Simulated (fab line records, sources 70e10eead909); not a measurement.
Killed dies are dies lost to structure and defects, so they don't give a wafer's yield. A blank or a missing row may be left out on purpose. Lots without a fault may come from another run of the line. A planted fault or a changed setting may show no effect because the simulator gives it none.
A struck lot beside a sound one | flow nand_harc | 14 steps out of a route of 1302
Sound: wafers L671.3, L671.4, L671.6. Struck: wafer L677.3. (L677.4, L677.6 of the same lot were not struck and are left out.) The cause comes at the end.
At each step with rows: each side's tool, then ch and its chambers, then its first start. Under that, the readings that differ: sound wafers | struck wafers | difference of the means | sigmas: that difference in standard deviations of wafers without a fault.
alike: readings whose means differ by less than 2 such deviations, and words and numbers that are the same on both sides. not compared: withheld readings, readings that some wafer has no value for, bounds like >300 that may hide the same value, and numbers for which the record gives no deviation and whose values overlap.
The two part at a step that has a row with sigmas, a row that says differs or no value, or rows on one side only. Numbers that don't overlap but have no deviation are shown without sigmas and don't part them. A reading that every wafer of one side lacks parts them only if that side has two wafers or more.

first, 1 step without rows for these wafers: NHARC_A_ONON_D1_DEP_12 (target thk 1000 nm).
NHARC_A_ONON_D1_THK_MEAS_14: measures by ellipsometry.
  sound on film_metro-02, day 10 15:18; struck on film_metro-02, day 13 02:56
  reading     | sound       | struck | difference | sigmas
  thk_nm (nm) | 994 995 995 | 1015   | +20        | +2
then, 2 steps without rows for these wafers: NHARC_A_ONON_D1_ANNEAL_15 (time 3600 s); NHARC_A_ONON_D1_DEP_16 (target thk 1000 nm).
NHARC_A_ONON_D1_THK_MEAS_18: measures by ellipsometry.
  sound on film_metro-02, day 11 01:59; struck on film_metro-01, day 13 10:43
  reading     | sound       | struck | difference | sigmas
  thk_nm (nm) | 991 989 990 | 1024   | +34        | +4
then, 1 step without rows for these wafers: NHARC_A_ONON_D1_DEP_19 (target thk 1000 nm).
NHARC_A_ONON_D1_THK_MEAS_21: measures by ellipsometry.
  sound on film_metro-02, day 11 02:34; struck on film_metro-02, day 13 11:19
  alike: thk_nm
then, 1 step without rows for these wafers: NHARC_A_ONON_D1_DEP_22 (target thk 1000 nm).
NHARC_A_ONON_D1_THK_MEAS_24: measures by ellipsometry.
  sound on film_metro-02, day 11 03:08; struck on film_metro-01, day 13 11:53
  alike: thk_nm
then, 1 step without rows for these wafers: NHARC_A_ONON_D1_DEP_25 (target thk 1000 nm).
NHARC_A_ONON_D1_THK_MEAS_27: measures by ellipsometry.
  sound on film_metro-01, day 11 03:42; struck on film_metro-02, day 13 12:26
  alike: thk_nm
NHARC_A_ONON_D1_DEP_28: target thk 1000 nm.
  sound on pecvd_onon-03 ch 0, day 11 03:52; struck on pecvd_onon-03 ch 0, day 13 12:37
NHARC_A_ONON_D1_THK_MEAS_30: measures by ellipsometry.
  sound on film_metro-01, day 11 04:16; struck on film_metro-02, day 13 13:01
  reading     | sound       | struck | difference | sigmas
  thk_nm (nm) | 993 994 994 | 846    | -148       | -13
NHARC_A_ONON_D1_DEP_33: deposits SiO2, target thk 200 nm.
  sound on pecvd-01 ch 0,1,2, day 11 04:25; struck on pecvd-02 ch 2, day 13 13:04
  alike: heater_power_w, throttle_valve_pct

WHERE THEY PART
First at NHARC_A_ONON_D1_THK_MEAS_14; last, within this record, at NHARC_A_ONON_D1_THK_MEAS_30. Later steps at which nothing parts them and some readings are alike: NHARC_A_ONON_D1_DEP_33.

WHY: what the simulator had put in
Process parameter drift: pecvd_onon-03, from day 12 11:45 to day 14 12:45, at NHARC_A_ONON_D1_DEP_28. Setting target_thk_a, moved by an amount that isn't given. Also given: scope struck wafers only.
